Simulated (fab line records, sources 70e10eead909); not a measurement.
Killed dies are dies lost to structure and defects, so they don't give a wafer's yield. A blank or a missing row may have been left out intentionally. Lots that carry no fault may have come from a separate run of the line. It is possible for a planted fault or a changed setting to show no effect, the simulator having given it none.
Which of the tools did it? + flow nand harc + 12 lots with 35 wafers sampled at 4 steps, on a route of 1159 steps

## WHAT THE GAUGES READ, wafer by wafer
Not one reading of a measure or inspect step in the record can be checked against a usual standard deviation.

## EACH LOT AND THE TOOL THAT RAN IT (in order: tool; ch and the chambers of the sampled wafers; start)
| lot  | NHARC_A_STAIRCASE_TRIM_14                     | NHARC_A_STAIRCASE_TRIM_16          | NHARC_A_STAIRCASE_TRIM_18      | NHARC_A_STAIRCASE_TRIM_22      |
|------|-----------------------------------------------|------------------------------------|--------------------------------|--------------------------------|
| L112 | rie diel-03 ch 1,2,3, day 11 13:00 or earlier | rie diel-03 ch 0,2,3, day 11 13:00 | rie diel-03 ch 2,3, no start   | rie diel-06 ch 1,2,3, no start |
| L118 | rie diel-13 ch 0,2,3, day 11 19:48 or earlier | rie diel-13 ch 0,1,2, day 11 19:48 | rie diel-13 ch 1,2, no start   | rie diel-06 ch 0,1, no start   |
| L120 | rie diel-06 ch 2,3, day 12 08:28 or earlier   | rie diel-06 ch 0,3, day 12 08:28   | rie diel-06 ch 0,1,2, no start | rie diel-06 ch 0,1,2, no start |
| L119 | rie diel-13 ch 1,2, day 12 08:37 or earlier   | rie diel-13 ch 0,2,3, day 12 08:37 | rie diel-13 ch 0,3, no start   | rie diel-13 ch 1,2, no start   |
| L123 | rie diel-13 ch 2,3, day 13 12:34 or earlier   | rie diel-13 ch 0,1, day 13 12:34   | rie diel-13 ch 0,2, no start   | rie diel-13 ch 0,3, no start   |
| L124 | rie diel-13 ch 0,2,3, day 13 21:49 or earlier | rie diel-13 ch 0,1,2, day 13 21:49 | rie diel-13 ch 0,2,3, no start | rie diel-13 ch 0,1,3, no start |
| L126 | rie diel-13 ch 0,1,2, day 14 02:31 or earlier | rie diel-13 ch 1,2, day 14 02:31   | rie diel-13 ch 2,3, no start   | rie diel-13 ch 0,1,2, no start |
| L129 | rie diel-06 ch 1,3, day 15 05:48 or earlier   | rie diel-06 ch 0,2,3, day 15 05:48 | rie diel-06 ch 1,2, no start   | rie diel-13 ch 0,2, no start   |
| L132 | rie diel-03 ch 1,2,3, day 15 14:11 or earlier | rie diel-03 ch 0,3, day 15 14:11   | rie diel-03 ch 0,3, no start   | rie diel-03 ch 0,1,2, no start |
| L134 | rie diel-03 ch 0,1, day 16 04:36 or earlier   | rie diel-03 ch 1,2, day 16 04:36   | rie diel-03 ch 2,3, no start   | rie diel-13 ch 0,1, no start   |
| L133 | rie diel-13 ch 0,1,2, day 16 09:26 or earlier | rie diel-13 ch 0,1,2, day 16 09:26 | rie diel-13 ch 0,2,3, no start | rie diel-13 ch 0,1,2, no start |
| L135 | rie diel-06 ch 0,1,2, day 16 18:50 or earlier | rie diel-06 ch 0,1,3, day 16 18:50 | rie diel-06 ch 1,2, no start   | rie diel-06 ch 1,2,3, no start |
- NHARC_A_STAIRCASE_TRIM_14: chemistry O2, time 211.2 s.
- NHARC_A_STAIRCASE_TRIM_16: chemistry O2, time 211.2 s.
- NHARC_A_STAIRCASE_TRIM_18: chemistry O2, time 211.2 s.
- NHARC_A_STAIRCASE_TRIM_22: chemistry O2, time 211.2 s.

## AS READ BY THE TOOLS THEMSELVES (means over the sampled wafers that have a number; for cases with no such wafer, the mark the record gives instead)
NHARC_A_STAIRCASE_TRIM_14. Usual: drypump motor current A 5.5 A, standard deviation 0.4; oes product au 0.999 a.u., standard deviation 0.0098; rf vpp V 57.9 V, standard deviation 0.87; showerhead plenum p Torr 3.56 Torr, standard deviation 0.17; throttle valve pct 17.036 %, standard deviation 0.0085.
| lot  | tool        | drypump motor current A (A) | oes product au (a.u.) | rf vpp V (V) | showerhead plenum p Torr (Torr) | throttle valve pct (%) | flag |
|------|-------------|-----------------------------|-----------------------|--------------|---------------------------------|------------------------|------|
| L112 | rie diel-03 | 5.5                         | 0.999                 | 57.4         | 3.69                            | 17.033                 |      |
| L118 | rie diel-13 | 5.5                         | 1.000                 | 57.0         | 3.41                            | 17.028                 |      |
| L120 | rie diel-06 | 5.9                         | 1.005                 | 57.7         | 3.50                            | 17.034                 |      |
| L119 | rie diel-13 | 5.5                         | 1.008                 | 57.6         | 3.40                            | 17.032                 |      |
| L123 | rie diel-13 | 5.7                         | 0.998                 | 57.5         | 3.55                            | 17.040                 |      |
| L124 | rie diel-13 | 5.6                         | 1.000                 | 58.5         | 3.58                            | 17.037                 |      |
| L126 | rie diel-13 | 5.4                         | 1.002                 | 57.8         | 3.50                            | 17.037                 |      |
| L129 | rie diel-06 | 5.4                         | 1.012                 | 57.4         | 3.39                            | 17.040                 |      |
| L132 | rie diel-03 | 5.5                         | 0.990                 | 58.0         | 3.67                            | 17.038                 |      |
| L134 | rie diel-03 | 6.0                         | 1.005                 | 58.0         | 3.55                            | 17.034                 |      |
| L133 | rie diel-13 | 5.4                         | 1.004                 | 56.7         | 3.49                            | 17.038                 |      |
| L135 | rie diel-06 | 5.4                         | 1.002                 | 57.7         | 3.51                            | 17.025                 |      |

NHARC_A_STAIRCASE_TRIM_16. Usual: drypump motor current A 5.6 A, standard deviation 0.41; oes product au 1.000 a.u., standard deviation 0.01; rf vpp V 57.9 V, standard deviation 1.1; showerhead plenum p Torr 3.56 Torr, standard deviation 0.17; throttle valve pct 17.037 %, standard deviation 0.0089.
| lot  | tool        | drypump motor current A (A) | oes product au (a.u.) | rf vpp V (V) | showerhead plenum p Torr (Torr) | throttle valve pct (%) | flag |
|------|-------------|-----------------------------|-----------------------|--------------|---------------------------------|------------------------|------|
| L112 | rie diel-03 | 5.2                         | 0.990                 | 57.8         | 3.65                            | 17.041                 |      |
| L118 | rie diel-13 | 5.5                         | 1.006                 | 57.0         | 3.51                            | 17.039                 |      |
| L120 | rie diel-06 | 5.8                         | 0.991                 | 57.7         | 3.36                            | 17.042                 |      |
| L119 | rie diel-13 | 5.6                         | 1.015                 | 56.7         | 3.41                            | 17.041                 |      |
| L123 | rie diel-13 | 5.3                         | 0.907                 | 57.5         | 3.60                            | 17.045                 | OFF  |
| L124 | rie diel-13 | 5.4                         | 0.939                 | 58.2         | 3.50                            | 17.022                 | OFF  |
| L126 | rie diel-13 | 5.5                         | 0.934                 | 57.6         | 3.39                            | 17.045                 | OFF  |
| L129 | rie diel-06 | 5.8                         | 0.996                 | 58.6         | 3.49                            | 17.045                 |      |
| L132 | rie diel-03 | 5.5                         | 0.990                 | 57.1         | 3.57                            | 17.032                 |      |
| L134 | rie diel-03 | 5.8                         | 1.008                 | 57.8         | 3.60                            | 17.032                 |      |
| L133 | rie diel-13 | 5.4                         | 1.007                 | 57.2         | 3.49                            | 17.036                 |      |
| L135 | rie diel-06 | 5.6                         | 1.012                 | 56.4         | 3.36                            | 17.040                 |      |

NHARC_A_STAIRCASE_TRIM_18. Usual: drypump motor current A 5.5 A, standard deviation 0.39; oes product au 1.000 a.u., standard deviation 0.0097; rf vpp V 57.8 V, standard deviation 0.96; showerhead plenum p Torr 3.55 Torr, standard deviation 0.17; throttle valve pct 17.036 %, standard deviation 0.0095.
| lot  | tool        | drypump motor current A (A) | oes product au (a.u.) | rf vpp V (V) | showerhead plenum p Torr (Torr) | throttle valve pct (%) | flag |
|------|-------------|-----------------------------|-----------------------|--------------|---------------------------------|------------------------|------|
| L112 | rie diel-03 | 5.3                         | 0.989                 | 57.9         | 3.75                            | 17.039                 |      |
| L118 | rie diel-13 | 5.4                         | 1.001                 | 57.2         | 3.49                            | 17.040                 |      |
| L120 | rie diel-06 | 5.4                         | 0.998                 | 58.8         | 3.53                            | 17.032                 |      |
| L119 | rie diel-13 | 5.7                         | 1.008                 | 56.9         | 3.40                            | 17.039                 |      |
| L123 | rie diel-13 | 5.4                         | 1.002                 | 57.8         | 3.48                            | 17.022                 |      |
| L124 | rie diel-13 | 5.5                         | 0.999                 | 58.3         | 3.58                            | 17.034                 |      |
| L126 | rie diel-13 | 5.6                         | 1.006                 | 57.1         | 3.47                            | 17.038                 |      |
| L129 | rie diel-06 | 5.4                         | 1.008                 | 57.7         | 3.67                            | 17.028                 |      |
| L132 | rie diel-03 | 5.5                         | 0.994                 | 58.2         | 3.57                            | 17.034                 |      |
| L134 | rie diel-03 | 5.2                         | 0.989                 | 59.6         | 3.73                            | 17.041                 |      |
| L133 | rie diel-13 | 5.5                         | 1.007                 | 57.9         | 3.57                            | 17.040                 |      |
| L135 | rie diel-06 | 5.2                         | 1.013                 | 57.6         | 3.53                            | 17.034                 |      |

NHARC_A_STAIRCASE_TRIM_22. Usual: drypump motor current A 5.5 A, standard deviation 0.34; oes product au 1.000 a.u., standard deviation 0.0089; rf vpp V 57.8 V, standard deviation 0.83; showerhead plenum p Torr 3.54 Torr, standard deviation 0.18; throttle valve pct 17.038 %, standard deviation 0.0097.
| lot  | tool        | drypump motor current A (A) | oes product au (a.u.) | rf vpp V (V) | showerhead plenum p Torr (Torr) | throttle valve pct (%) | flag |
|------|-------------|-----------------------------|-----------------------|--------------|---------------------------------|------------------------|------|
| L112 | rie diel-06 | 5.5                         | 1.003                 | 58.2         | 3.54                            | 17.040                 |      |
| L118 | rie diel-06 | 5.2                         | 0.993                 | 58.0         | 3.41                            | 17.032                 |      |
| L120 | rie diel-06 | 5.4                         | 0.997                 | 58.0         | 3.53                            | 17.047                 |      |
| L119 | rie diel-13 | 5.5                         | 1.007                 | 57.8         | 3.40                            | 17.044                 |      |
| L123 | rie diel-13 | 5.5                         | 1.004                 | 58.1         | 3.73                            | 17.029                 |      |
| L124 | rie diel-13 | 5.5                         | 0.999                 | 58.1         | 3.67                            | 17.037                 |      |
| L126 | rie diel-13 | 5.4                         | 1.001                 | 57.4         | 3.50                            | 17.043                 |      |
| L129 | rie diel-13 | 5.5                         | 1.006                 | 56.8         | 3.41                            | 17.046                 |      |
| L132 | rie diel-03 | 5.5                         | 0.999                 | 58.6         | 3.56                            | 17.043                 |      |
| L134 | rie diel-13 | 5.4                         | 1.002                 | 57.7         | 3.60                            | 17.037                 |      |
| L133 | rie diel-13 | 5.4                         | 1.001                 | 56.9         | 3.49                            | 17.045                 |      |
| L135 | rie diel-06 | 5.5                         | 0.993                 | 58.5         | 3.51                            | 17.037                 |      |

## THE ANSWER, worked out from the rows above alone
Rule: a lot counts as off when the mean over its wafers that have a number is more than 3 standard deviations away from the usual mean. A lot without any number at a reading at which 4 lots or more have one is off too. All remaining lots with rows at the step are treated as sound. Order of review: gauges by route order, followed by the tools' own readings, for which a lot's mean as printed above is used. The first step at which some lot is off is used, and at that step the reading that is off furthest; a lot without a number counts as furthest.
Off: L123, L124, L126, at NHARC_A_STAIRCASE_TRIM_16 (oes product au).
A tool fits if, at that step or a process step before it, it ran every lot that is off, and no sound lot after the first of them. Because NHARC_A_STAIRCASE_TRIM_14 lacks a start for some lots, the hours and order of its lots are taken from NHARC_A_STAIRCASE_TRIM_16. None of those tried fits.

## WHAT THE SIMULATOR PUT IN
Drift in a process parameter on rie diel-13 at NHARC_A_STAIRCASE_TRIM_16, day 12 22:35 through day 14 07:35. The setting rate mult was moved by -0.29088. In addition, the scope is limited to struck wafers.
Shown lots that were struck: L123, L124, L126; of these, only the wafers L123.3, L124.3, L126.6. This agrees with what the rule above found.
